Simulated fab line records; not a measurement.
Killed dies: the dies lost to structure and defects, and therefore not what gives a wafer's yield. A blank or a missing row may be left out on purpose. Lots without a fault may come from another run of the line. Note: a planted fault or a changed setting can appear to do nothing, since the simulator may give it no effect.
Matching of chambers ; flow n5Finfet ; 3 sister chambers for N5_BEOL_M4_PECVD_72 on pecvd-01
The step deposits SiO2 from TEOS/O2, target thk 16 nm, time 18 s. 6 wafers are shown with their chamber, then 8 later ones without.

WAFERS, EACH WITH ITS CHAMBER
wafer;chamber;throttleValvePct (%);showerheadPlenumPTorr (Torr)
L087.5;0;22.5;8.79
L088.2;0;22.2;8.79
L088.5;1;22.3;8.70
L089.4;2;20.5;8.84
L089.5;1;22.3;8.72
L090.2;2;20.5;8.82

WAFERS WHOSE CHAMBER IS MISSING
wafer;throttleValvePct (%);showerheadPlenumPTorr (Torr)
L090.3;22.8;8.80
L090.5;22.3;8.82
L094.2;20.0;8.84
L094.3;22.6;8.80
L094.5;22.7;8.81
L097.3;22.6;8.80
L097.5;22.7;8.80
L097.6;20.7;8.82

EACH ONE'S CHAMBER
wafer;from the rows above;in truth
L090.3;0;0
L090.5;0;0
L094.2;2;2
L094.3;0;0
L094.5;0;0
L097.3;0;0
L097.5;0;0
L097.6;2;2
Correctly placed: 8 of 8. Number that these rows cannot place: 0. Wrongly placed: 0.
How it was worked out, from the rows above alone: a wafer's distance from a chamber is the root of the sum, over the readings, of the square of ((its reading less the chamber's mean) divided by the reading's scatter). If the next closest chamber is less than 2 further off than the closest, the wafer can't be placed; otherwise it belongs to the closest. For every chamber, the mean is computed from those of its wafers that are shown. The scatter: take each reading less its chamber's mean, square it, sum over the shown wafers, divide by the number of wafers less the number of chambers, and take the root.
